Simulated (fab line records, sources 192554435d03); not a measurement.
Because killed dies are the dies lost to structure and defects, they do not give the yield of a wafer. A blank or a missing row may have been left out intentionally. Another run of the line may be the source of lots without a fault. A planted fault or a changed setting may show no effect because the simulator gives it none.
Chamber matching || flow n5 finfet || 3 sister chambers for N5_BEOL_M14_ILD_DEP_00 on pecvd-04
The step deposits SiO2 from TEOS/O2, target thk 1119.3 nm, time 237.4 s. 16 wafers are shown with their chamber, then 8 later ones without.

WAFERS PAIRED WITH THEIR CHAMBERS
{"wafer": "L075.2", "chamber": 0, "throttle valve pct (%)": 19.1, "showerhead plenum p Torr (Torr)": 8.29, "heater power w (W)": 518}
{"wafer": "L075.4", "chamber": 1, "throttle valve pct (%)": 17.8, "showerhead plenum p Torr (Torr)": 8.40, "heater power w (W)": 369}
{"wafer": "L075.5", "chamber": 2, "throttle valve pct (%)": 19.0, "showerhead plenum p Torr (Torr)": 8.30, "heater power w (W)": 471}
{"wafer": "L077.1", "chamber": 1, "throttle valve pct (%)": 18.1, "showerhead plenum p Torr (Torr)": 8.39, "heater power w (W)": 369}
{"wafer": "L077.4", "chamber": 0, "throttle valve pct (%)": 18.8, "showerhead plenum p Torr (Torr)": 8.32, "heater power w (W)": 528}
{"wafer": "L077.6", "chamber": 2, "throttle valve pct (%)": 18.9, "showerhead plenum p Torr (Torr)": 8.34, "heater power w (W)": 478}
{"wafer": "L076.4", "chamber": 0, "throttle valve pct (%)": 18.7, "showerhead plenum p Torr (Torr)": 8.31, "heater power w (W)": 508}
{"wafer": "L076.5", "chamber": 1, "throttle valve pct (%)": 18.1, "showerhead plenum p Torr (Torr)": 8.37, "heater power w (W)": 454}
{"wafer": "L076.6", "chamber": 2, "throttle valve pct (%)": 18.8, "showerhead plenum p Torr (Torr)": 8.33, "heater power w (W)": 475}
{"wafer": "L080.3", "chamber": 1, "throttle valve pct (%)": 18.0, "showerhead plenum p Torr (Torr)": 8.35, "heater power w (W)": 374}
{"wafer": "L080.4", "chamber": 1, "throttle valve pct (%)": 18.2, "showerhead plenum p Torr (Torr)": 8.38, "heater power w (W)": 444}
{"wafer": "L080.5", "chamber": 0, "throttle valve pct (%)": 18.8, "showerhead plenum p Torr (Torr)": 8.32, "heater power w (W)": 550}
{"wafer": "L081.1", "chamber": 1, "throttle valve pct (%)": 18.2, "showerhead plenum p Torr (Torr)": 8.38, "heater power w (W)": 447}
{"wafer": "L081.2", "chamber": 2, "throttle valve pct (%)": 19.0, "showerhead plenum p Torr (Torr)": 8.32, "heater power w (W)": 369}
{"wafer": "L081.4", "chamber": 1, "throttle valve pct (%)": 18.0, "showerhead plenum p Torr (Torr)": 8.39, "heater power w (W)": 500}
{"wafer": "L083.2", "chamber": 0, "throttle valve pct (%)": 19.0, "showerhead plenum p Torr (Torr)": 8.31, "heater power w (W)": 573}

SIGNATURES (averages over the wafers above)
{"reading": "throttle valve pct", "chamber 0": 18.880, "chamber 1": 18.057, "chamber 2": 18.925, "scatter within a chamber": 0.139}
{"reading": "showerhead plenum p Torr", "chamber 0": 8.3100, "chamber 1": 8.3800, "chamber 2": 8.3225, "scatter within a chamber": 0.0154}
{"reading": "heater power w", "chamber 0": 535.40, "chamber 1": 422.43, "chamber 2": 448.25, "scatter within a chamber": 45.8}
Rule: a wafer's distance from a chamber is the root of the sum, over the readings, of the square of ((its reading less the chamber's mean) divided by the reading's scatter). If the next closest chamber is less than 2 further off than the closest, the wafer can't be placed; otherwise it belongs to the closest. The scatter: take each reading less its chamber's mean, square it, sum over the shown wafers, divide by the number of wafers less the number of chambers, and take the root.

WAFERS WHOSE CHAMBER IS MISSING
{"wafer": "L083.3", "throttle valve pct (%)": 18.1, "showerhead plenum p Torr (Torr)": 8.37, "heater power w (W)": 494}
{"wafer": "L083.4", "throttle valve pct (%)": 18.9, "showerhead plenum p Torr (Torr)": 8.30, "heater power w (W)": 438}
{"wafer": "L086.3", "throttle valve pct (%)": 19.0, "showerhead plenum p Torr (Torr)": 8.30, "heater power w (W)": 434}
{"wafer": "L086.5", "throttle valve pct (%)": 19.1, "showerhead plenum p Torr (Torr)": 8.32, "heater power w (W)": 351}
{"wafer": "L086.6", "throttle valve pct (%)": 19.1, "showerhead plenum p Torr (Torr)": 8.29, "heater power w (W)": 517}
{"wafer": "L095.4", "throttle valve pct (%)": 19.5, "showerhead plenum p Torr (Torr)": 8.30, "heater power w (W)": 477}
{"wafer": "L095.5", "throttle valve pct (%)": 19.0, "showerhead plenum p Torr (Torr)": 8.30, "heater power w (W)": 516}
{"wafer": "L095.6", "throttle valve pct (%)": 19.4, "showerhead plenum p Torr (Torr)": 8.34, "heater power w (W)": 347}

CHAMBER TAKEN BY EACH
{"wafer": "L083.3", "from the rows above": 1, "in truth": 1}
{"wafer": "L083.4", "from the rows above": "can't be placed: 2 or 0", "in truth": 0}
{"wafer": "L086.3", "from the rows above": "can't be placed: 2 or 0", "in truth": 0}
{"wafer": "L086.5", "from the rows above": "can't be placed: 2 or 0", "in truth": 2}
{"wafer": "L086.6", "from the rows above": "can't be placed: 0 or 2", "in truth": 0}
{"wafer": "L095.4", "from the rows above": "can't be placed: 2 or 0", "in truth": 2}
{"wafer": "L095.5", "from the rows above": "can't be placed: 0 or 2", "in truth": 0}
{"wafer": "L095.6", "from the rows above": "can't be placed: 2 or 0", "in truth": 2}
Correctly placed: 1 of 8. Can't be placed from these rows: 7 (the true chamber is among the candidates in 7). 0 placed wrongly.
